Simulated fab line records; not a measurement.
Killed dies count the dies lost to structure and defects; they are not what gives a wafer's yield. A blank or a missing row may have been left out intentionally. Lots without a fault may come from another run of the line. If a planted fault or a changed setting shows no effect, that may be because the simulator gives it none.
Matching of chambers :: flow n5_finfet :: 4 sister chambers for N5_BEOL_M0_STRIP_140 on rie_diel-06
The step strips in CF4. 8 wafers are shown with their chamber, then 7 later ones without.

WAFERS, EACH WITH ITS CHAMBER
wafer: L081.4
chamber: 0
showerhead_plenum_p_Torr (Torr): 1.73
throttle_valve_pct (%): 14.01

wafer: L081.5
chamber: 1
showerhead_plenum_p_Torr (Torr): 1.70
throttle_valve_pct (%): 13.95

wafer: L083.2
chamber: 0
showerhead_plenum_p_Torr (Torr): 1.73
throttle_valve_pct (%): 14.02

wafer: L083.6
chamber: 1
showerhead_plenum_p_Torr (Torr): 1.70
throttle_valve_pct (%): 13.94

wafer: L084.3
chamber: 3
showerhead_plenum_p_Torr (Torr): 1.79
throttle_valve_pct (%): 13.40

wafer: L084.5
chamber: 2
showerhead_plenum_p_Torr (Torr): 1.81
throttle_valve_pct (%): 13.29

wafer: L092.2
chamber: 3
showerhead_plenum_p_Torr (Torr): 1.78
throttle_valve_pct (%): 13.44

wafer: L092.3
chamber: 2
showerhead_plenum_p_Torr (Torr): 1.81
throttle_valve_pct (%): 13.32

WAFERS WITH NO CHAMBER GIVEN
wafer: L092.4
showerhead_plenum_p_Torr (Torr): 1.90
throttle_valve_pct (%): 13.38

wafer: L096.1
showerhead_plenum_p_Torr (Torr): 1.78
throttle_valve_pct (%): 13.48

wafer: L096.4
showerhead_plenum_p_Torr (Torr): 1.90
throttle_valve_pct (%): 13.44

wafer: L096.6
showerhead_plenum_p_Torr (Torr): 1.78
throttle_valve_pct (%): 13.48

wafer: L097.4
showerhead_plenum_p_Torr (Torr): 1.90
throttle_valve_pct (%): 13.44

wafer: L097.5
showerhead_plenum_p_Torr (Torr): 1.78
throttle_valve_pct (%): 13.46

wafer: L097.6
showerhead_plenum_p_Torr (Torr): 1.72
throttle_valve_pct (%): 14.09

WHICH CHAMBER EACH ONE RAN IN
wafer: L092.4
from the rows above: 2
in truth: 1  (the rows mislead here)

wafer: L096.1
from the rows above: 3
in truth: 3

wafer: L096.4
from the rows above: 2
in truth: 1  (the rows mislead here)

wafer: L096.6
from the rows above: 3
in truth: 3

wafer: L097.4
from the rows above: 2
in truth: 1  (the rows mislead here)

wafer: L097.5
from the rows above: 3
in truth: 3

wafer: L097.6
from the rows above: 0
in truth: 0
Correctly placed: 4 of 7. Left unplaced by these rows: 0. 3 placed wrongly.
How it was worked out, from the rows above alone: a wafer's distance from a chamber is the root of the sum, over the readings, of the square of ((its reading less the chamber's mean) divided by the reading's scatter). If the next closest chamber is less than 2 further off than the closest, the wafer can't be placed; otherwise it belongs to the closest. The mean given for a chamber averages the wafers shown for that chamber. The scatter: the root of (the sum of the squares of (reading less its chamber's mean) over the shown wafers, divided by (wafers less chambers)).
